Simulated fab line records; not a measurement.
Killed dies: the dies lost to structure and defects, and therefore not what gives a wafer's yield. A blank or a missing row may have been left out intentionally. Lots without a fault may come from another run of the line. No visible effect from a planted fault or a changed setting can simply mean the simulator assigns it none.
A lot that was struck, set against a sound lot :: flow n5_finfet :: 37 out of 1938 route steps
Sound: these wafers, L761.1, L761.4, L761.5. Struck: wafer L777.6. (L777.1, L777.5 of the same lot were not struck and are left out.) The cause comes at the end.
For every step that has rows: the tool of each side, followed by ch and its chambers, followed by its first start. Under that, the readings that differ: sound wafers :: struck wafers :: difference of the means :: sigmas: that difference in standard deviations of wafers without a fault.
alike: readings whose means differ by less than 2 such deviations, and words and numbers that are the same on both sides. not compared: withheld readings, readings that some wafer has no value for, bounds like >300 that may hide the same value, and numbers for which the record gives no deviation and whose values overlap.
The two part at a step that has a row with sigmas, a row that says differs or no value, or rows on one side only. Numbers that have no deviation but don't overlap get no sigmas and don't part them. A reading that every wafer of one side lacks parts them only if that side has two wafers or more.

first, 10 steps without rows for these wafers: N5_BEOL_M0_CUTY_DESCUM_61 (chemistry O2, time 7.9 s); N5_BEOL_M0_CUTY_ETCH_62 (etches SiARC in CF4, time 58.5 s); N5_BEOL_M0_CUTY_ETCH_63 (etches SOC in N2/H2, target depth 82.7 nm, overetch 16.5 nm, time 124 s); N5_BEOL_M0_CUTY_STRIP_64 (strips in N2/H2); N5_BEOL_M0_ETCH_138 (etches SiCN in CH3F/O2, target depth 12 nm, time 31.6 s); N5_BEOL_M0_HM_OPEN_105 (chemistry Cl2/BCl3, target TiN, target depth 12 nm); N5_BEOL_M0_STRIP_140 (strips in CF4); N5_BEOL_M0_STRIP_104 (strips in N2/H2); N5_BEOL_M0_WET_ETCH_106 (etches SiO2 in DHF, target depth 130 nm, rinse time 30 s); N5_BEOL_M0_ETCH_128 (etches SiCN in CF4/N2, target depth 12 nm, overetch 5.1 nm, time 21.4 s).
N5_BEOL_M0_TRENCH_ETCH_107: etches SiOC in C4F6/O2, target depth 32.8 nm, time 16.4 s.
  sound on rie_diel-05 ch 0,2,3, day 6 06:55; struck on rie_diel-04 ch 0, day 10 09:21
  alike: drypump_motor_current_A, oes_ar_750_au, oes_product_au, rf_vpp_V, showerhead_plenum_p_Torr, throttle_valve_pct
  not compared: rf_hours_counter_h
then, 25 steps without rows for these wafers: N5_BEOL_M0_STRIP_142 (strips in N2/H2, time 10 s); N5_BEOL_M0_HM_STRIP_129 (strips TiN in peroxide tin strip, target depth 17 nm, time 108 s); N5_BEOL_M0_SRD_130 (time 30 s); N5_BEOL_M0_ETCH_109 (etches SiCN in CH3F/O2, target depth 8 nm, overetch 2.4 nm, time 27.4 s); N5_BEOL_M0_STRIP_139 (strips in post etch residue remover, time 60 s); N5_BEOL_M0_SRD_111 (time 30 s); N5_BEOL_M0_DEGAS_112 (time 60 s); N5_BEOL_M0_PRE_CLEAN_113 (time 30 s); N5_BEOL_M0_ALD_136 (deposits TaN, pulse time 2 s, purge time 3 s, co reactant purge time 2 s); N5_BEOL_M0_SURFACE_TREAT_137; N5_BEOL_M0_CVD_115 (deposits Co from CCTBA/H2, time 120 s); N5_BEOL_M0_SPUTTER_116 (material Cu, target thk 4 nm, time 7.37 s); N5_BEOL_M0_ANNEAL_117 (time 60 s); N5_BEOL_M0_SPUTTER_132 (material Cu, target thk 4 nm, time 7.37 s); N5_BEOL_M0_ANNEAL_133 (time 60 s); N5_BEOL_M0_SPUTTER_134 (material Cu, target thk 4 nm, time 7.37 s); N5_BEOL_M0_ANNEAL_135 (time 60 s); N5_BEOL_M0_SPUTTER_141 (material Cu, target thk 4 nm, time 7.37 s); N5_BEOL_M0_ECD_118 (material Cu, target thk 300 nm); N5_BEOL_M0_ANNEAL_119 (time 90 s); N5_BEOL_M0_CMP_120 (polishes, stops on SiOC, t overpolish 6.9 s); N5_BEOL_M0_PRE_CLEAN_131 (time 15 s); N5_BEOL_M0_CO_CAP_123 (material Co, precursor CCTBA/H2, target thk 2 nm, time 102.1 s); N5_BEOL_M0_PRE_CLEAN_124 (time 15 s); N5_BEOL_M0_DEP_125 (deposits SiCN from 3MS/NH3, target thk 8 nm, time 14 s).
-- here the record skips 8 days between the struck wafers' starts before and after, leaving off in module BEOL_M0 and picking up in module PASSIVATION (first step shown: number 1936 of the route) --
N5_PASSIVATION_PROBE_49:
  only the struck wafers here have rows in the record (prober-01, day 18 04:14); the sound ones have none

## WHERE THEY PART
Within this record, at N5_PASSIVATION_PROBE_49 only.

WHY: whatever the simulator had introduced
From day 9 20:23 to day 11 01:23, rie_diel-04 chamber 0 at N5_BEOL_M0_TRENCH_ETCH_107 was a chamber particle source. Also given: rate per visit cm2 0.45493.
